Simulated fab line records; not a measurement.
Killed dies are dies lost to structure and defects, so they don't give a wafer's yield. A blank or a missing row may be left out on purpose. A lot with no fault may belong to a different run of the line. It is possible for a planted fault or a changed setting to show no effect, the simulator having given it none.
Matching of chambers / flow nand-harc / NHARC_P_BONDPAD_CMP_19 on cmp-04 has 4 sister chambers
The step polishes, t overpolish 30 s, cu recess touch 16 s, target thk 160.81 nm. 14 wafers are shown with their chamber, then 7 later ones without.

WAFERS WITH THEIR CHAMBER
wafer=L157.1; chamber=1; motor-current-A (A)=13.3; overpolish-run-s (s)=29.984
wafer=L157.3; chamber=0; motor-current-A (A)=11.9; overpolish-run-s (s)=29.998
wafer=L157.6; chamber=2; motor-current-A (A)=10.2; overpolish-run-s (s)=29.997
wafer=L156.1; chamber=1; motor-current-A (A)=12.9; overpolish-run-s (s)=29.992
wafer=L156.3; chamber=0; motor-current-A (A)=11.4; overpolish-run-s (s)=29.990
wafer=L156.4; chamber=2; motor-current-A (A)=10.2; overpolish-run-s (s)=30.014
wafer=L160.3; chamber=3; motor-current-A (A)=13.4; overpolish-run-s (s)=29.995
wafer=L160.4; chamber=1; motor-current-A (A)=13.1; overpolish-run-s (s)=29.997
wafer=L160.6; chamber=0; motor-current-A (A)=12.0; overpolish-run-s (s)=30.002
wafer=L161.3; chamber=0; motor-current-A (A)=12.6; overpolish-run-s (s)=29.985
wafer=L161.4; chamber=3; motor-current-A (A)=13.1; overpolish-run-s (s)=30.004
wafer=L161.5; chamber=2; motor-current-A (A)=10.2; overpolish-run-s (s)=29.995
wafer=L162.2; chamber=2; motor-current-A (A)=10.1; overpolish-run-s (s)=29.992
wafer=L162.5; chamber=0; motor-current-A (A)=12.0; overpolish-run-s (s)=30.015

SIGNATURES (averages over the wafers above)
reading=motor-current-A; chamber 0=11.980; chamber 1=13.100; chamber 2=10.175; chamber 3=13.250; scatter within a chamber=0.293
reading=overpolish-run-s; chamber 0=29.99800; chamber 1=29.99100; chamber 2=29.99950; chamber 3=29.99950; scatter within a chamber=0.00979
Rule: for a wafer and a chamber, the distance is found by dividing, reading by reading, the gap between the wafer's reading and the chamber's mean by the reading's scatter, squaring, summing and taking the root. The wafer belongs to the nearest chamber; if the next one is less than 2 further off, it can't be placed. The scatter is the square root of a quotient: the sum, over the shown wafers, of each reading's squared deviation from its chamber's mean, divided by wafers minus chambers.

WAFERS WITH NO CHAMBER GIVEN
wafer=L162.6; motor-current-A (A)=13.0; overpolish-run-s (s)=30.015
wafer=L163.2; motor-current-A (A)=12.7; overpolish-run-s (s)=29.996
wafer=L163.3; motor-current-A (A)=13.3; overpolish-run-s (s)=30.003
wafer=L163.4; motor-current-A (A)=12.0; overpolish-run-s (s)=30.015
wafer=L173.1; motor-current-A (A)=10.0; overpolish-run-s (s)=29.999
wafer=L173.3; motor-current-A (A)=12.0; overpolish-run-s (s)=29.995
wafer=L173.6; motor-current-A (A)=10.2; overpolish-run-s (s)=29.983

THE CHAMBER EACH PASSED THROUGH
wafer=L162.6; from the rows above=can't be placed: 3 or 1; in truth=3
wafer=L163.2; from the rows above=can't be placed: 1 or 3 or 0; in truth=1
wafer=L163.3; from the rows above=can't be placed: 3 or 1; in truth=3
wafer=L163.4; from the rows above=0; in truth=0
wafer=L173.1; from the rows above=2; in truth=2
wafer=L173.3; from the rows above=0; in truth=0
wafer=L173.6; from the rows above=2; in truth=2
Placed correctly: 4 of 7. From these rows, 3 cannot be placed; in 3 the true chamber is one of the candidates. Placed wrongly: 0.
